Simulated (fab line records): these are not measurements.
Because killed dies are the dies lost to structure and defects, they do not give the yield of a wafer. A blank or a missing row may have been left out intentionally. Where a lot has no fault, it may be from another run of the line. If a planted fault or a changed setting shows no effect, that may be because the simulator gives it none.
Which tool did it?    flow nand harc    Sampling: 12 lots, 36 wafers, 5 of 1302 route steps

## WHAT THE GAUGES SHOWED, per wafer
NHARC_END_SORT_01.
lot   measured      on         killed at array  killed at other  killed at periphery  killed dies  killed open  killed short
L409  day 29 03:45  prober-02  674 670 667      0 0 2            3 7 8                677 677 677  2 4 5        2 3 2
L411  day 30 02:14  prober-01  657 662 661      3 1 1            17 14 15             677 677 677  0 2 2        0 3 2

## TOOL THAT RAN EACH LOT (tool first, then ch and the chambers of the sampled wafers, then the start)
lot   NHARC_A_CONTACT_ETCH_128              NHARC_A_CONTACT_ETCH_132              NHARC_A_CONTACT_ETCH_133              NHARC_A_CONTACT_ETCH_97
L397  har cap etch-03 ch 0,1, day 22 16:31  har cap etch-03 ch 0,1, day 22 17:28  har cap etch-03 ch 0,1, day 22 17:45  rie diel-08 ch 0,2, no start
L400  har cap etch-03 ch 0,1, day 22 22:27  har cap etch-03 ch 0,1, day 22 23:10  har cap etch-03 ch 0,1, day 22 23:28  rie diel-08 ch 0,2,3, no start
L399  har cap etch-02 ch 0,1, day 22 22:44  har cap etch-02 ch 0,1, day 22 23:26  har cap etch-02 ch 0,1, day 22 23:40  rie diel-03 ch 1,2,3, no start
L402  har cap etch-03 ch 0,1, day 23 10:16  har cap etch-03 ch 0,1, day 23 10:58  har cap etch-03 ch 0,1, day 23 11:14  rie diel-03 ch 0,1, no start
L406  har cap etch-02 ch 0,1, day 26 01:56  har cap etch-02 ch 0,1, day 26 02:38  har cap etch-02 ch 0,1, day 26 02:49  rie diel-03 ch 1,2,3, no start
L409  har cap etch-02 ch 0,1, day 26 19:59  har cap etch-02 ch 0,1, day 26 20:41  har cap etch-02 ch 0,1, day 26 20:52  rie diel-03 ch 0,2,3, day 29 03:45 or earlier
L411  har cap etch-03 ch 0,1, day 27 18:32  har cap etch-03 ch 0,1, day 27 19:16  har cap etch-03 ch 0,1, day 27 19:26  rie diel-08 ch 0,2,3, day 30 02:14 or earlier
L413  har cap etch-03 ch 0,1, day 29 00:17  har cap etch-03 ch 0,1, day 29 00:59  har cap etch-03 ch 0,1, day 29 01:15  rie diel-06 ch 2,3, no start
L414  har cap etch-02 ch 0,1, day 29 03:35  har cap etch-02 ch 0,1, day 29 04:17  har cap etch-02 ch 0,1, day 29 04:30  rie diel-08 ch 1,3, no start
L416  har cap etch-02 ch 0,1, day 29 19:08  har cap etch-02 ch 0,1, day 29 20:05  har cap etch-02 ch 0,1, day 29 20:25  rie diel-06 ch 1,3, no start
L417  har cap etch-02 ch 0,1, day 30 12:53  har cap etch-02 ch 0,1, day 30 13:36  har cap etch-02 ch 0,1, day 30 13:47  rie diel-03 ch 0,2,3, no start
L418  har cap etch-01 ch 0,1, day 30 23:23  har cap etch-01 ch 0,1, day 31 00:06  har cap etch-01 ch 0,1, day 31 00:17  rie diel-03 ch 0,1,3, no start
- NHARC_A_CONTACT_ETCH_128: etches the open film in C4F8/O2/Ar, time 197 s, target depth 1918 nm.
- NHARC_A_CONTACT_ETCH_132: etches the open film in C4F8/O2/Ar, time 197 s, target depth 1924 nm.
- NHARC_A_CONTACT_ETCH_133: etches the open film in C4F8/O2/Ar, time 374 s, target depth 1610 nm.
- NHARC_A_CONTACT_ETCH_97: etches the open film in C4F6/O2, target depth 20 nm, time 10 s.

## AS READ BY THE TOOLS THEMSELVES (means over the sampled wafers that have a number; for cases with no such wafer, the mark the record gives instead)
NHARC_A_CONTACT_ETCH_128.
lot   tool             chamber pressure mTorr (mTorr)  oes air line au (a.u.)
L397  har cap etch-03  20.016                          1.014
L400  har cap etch-03  19.997                          1.007
L399  har cap etch-02  19.998                          0.990
L402  har cap etch-03  19.993                          0.998
L406  har cap etch-02  19.984                          1.000
L409  har cap etch-02  19.997                          0.991
L411  har cap etch-03  19.992                          0.996
L413  har cap etch-03  20.007                          0.996
L414  har cap etch-02  19.994                          0.970
L416  har cap etch-02  20.006                          0.990
L417  har cap etch-02  20.002                          0.989
L418  har cap etch-01  20.006                          0.982

NHARC_A_CONTACT_ETCH_132.
lot   tool             chamber pressure mTorr (mTorr)  oes air line au (a.u.)
L397  har cap etch-03  19.998                          1.013
L400  har cap etch-03  19.987                          0.993
L399  har cap etch-02  19.986                          1.017
L402  har cap etch-03  20.003                          1.002
L406  har cap etch-02  19.998                          0.971
L409  har cap etch-02  19.996                          1.010
L411  har cap etch-03  19.992                          1.003
L413  har cap etch-03  20.016                          1.005
L414  har cap etch-02  19.989                          0.991
L416  har cap etch-02  19.994                          0.978
L417  har cap etch-02  20.000                          1.019
L418  har cap etch-01  19.997                          0.981

NHARC_A_CONTACT_ETCH_133.
lot   tool             chamber pressure mTorr (mTorr)  oes air line au (a.u.)
L397  har cap etch-03  19.995                          1.003
L400  har cap etch-03  20.007                          1.006
L399  har cap etch-02  19.993                          1.010
L402  har cap etch-03  19.998                          1.022
L406  har cap etch-02  19.980                          0.995
L409  har cap etch-02  -                               -
L411  har cap etch-03  -                               -
L413  har cap etch-03  19.997                          0.999
L414  har cap etch-02  19.984                          0.986
L416  har cap etch-02  19.987                          1.004
L417  har cap etch-02  19.994                          1.001
L418  har cap etch-01  19.994                          0.989

NHARC_A_CONTACT_ETCH_97.
lot   tool         bias w (W)  c4f6 flow sccm (sccm)  drypump motor current A (A)  oes product au (a.u.)  rf vpp V (V)  showerhead plenum p Torr (Torr)  throttle valve pct (%)
L397  rie diel-08  499.4       24.98                  5.0                          0.951                  543           3.75                             26.896
L400  rie diel-08  500.8       25.13                  5.0                          0.958                  545           3.89                             26.904
L399  rie diel-03  499.7       25.01                  5.6                          0.948                  549           4.04                             26.903
L402  rie diel-03  499.2       24.99                  5.7                          0.932                  547           3.93                             26.900
L406  rie diel-03  499.5       25.03                  5.6                          0.995                  549           4.03                             26.906
L409  rie diel-03  500.0       24.96                  5.3                          0.990                  547           3.95                             26.912
L411  rie diel-08  500.1       25.04                  5.0                          0.990                  545           3.86                             26.903
L413  rie diel-06  500.1       24.94                  4.9                          1.006                  553           4.21                             26.907
L414  rie diel-08  498.9       24.90                  5.0                          0.946                  548           3.97                             26.899
L416  rie diel-06  499.4       25.00                  5.1                          1.006                  552           4.19                             26.907
L417  rie diel-03  499.5       24.94                  5.3                          0.938                  547           3.94                             26.891
L418  rie diel-03  501.3       25.02                  5.4                          0.947                  547           3.95                             26.904

## THE ANSWER, worked out from the rows above alone
Rule: the usual values come from the lots themselves. The widest of any qualifying gaps counts: lots, ordered by their means at a reading, are off when they make up no more than a third of the lots, leave a main group of 4 or more, and stand apart from it by 3 or more times the standard deviation of that group's means. A main group whose means are all the same, to the digits that the tables above print for the reading, isn't used. Also off: a lot with no number at a reading for which 4 or more lots have one. Any other lot the step has rows for is counted as sound. After the gauges, taken in route order, come the tools' own readings; for these a lot's mean is taken, as printed above. At the first step where some lot is off, the reading lying furthest off is the one used; lots without a number count as furthest.
Off: L409, L411 (NHARC_A_CONTACT_ETCH_133, chamber pressure mTorr). Without a number there: L409, L411. Main group: mean 19.993 mTorr, sd 0.0073.
A tool fits if, at that step or a process step before it, it ran every lot that is off, and no sound lot after the first of them. Not one of the candidates tried fits.

## WHAT THE SIMULATOR HAD INSERTED
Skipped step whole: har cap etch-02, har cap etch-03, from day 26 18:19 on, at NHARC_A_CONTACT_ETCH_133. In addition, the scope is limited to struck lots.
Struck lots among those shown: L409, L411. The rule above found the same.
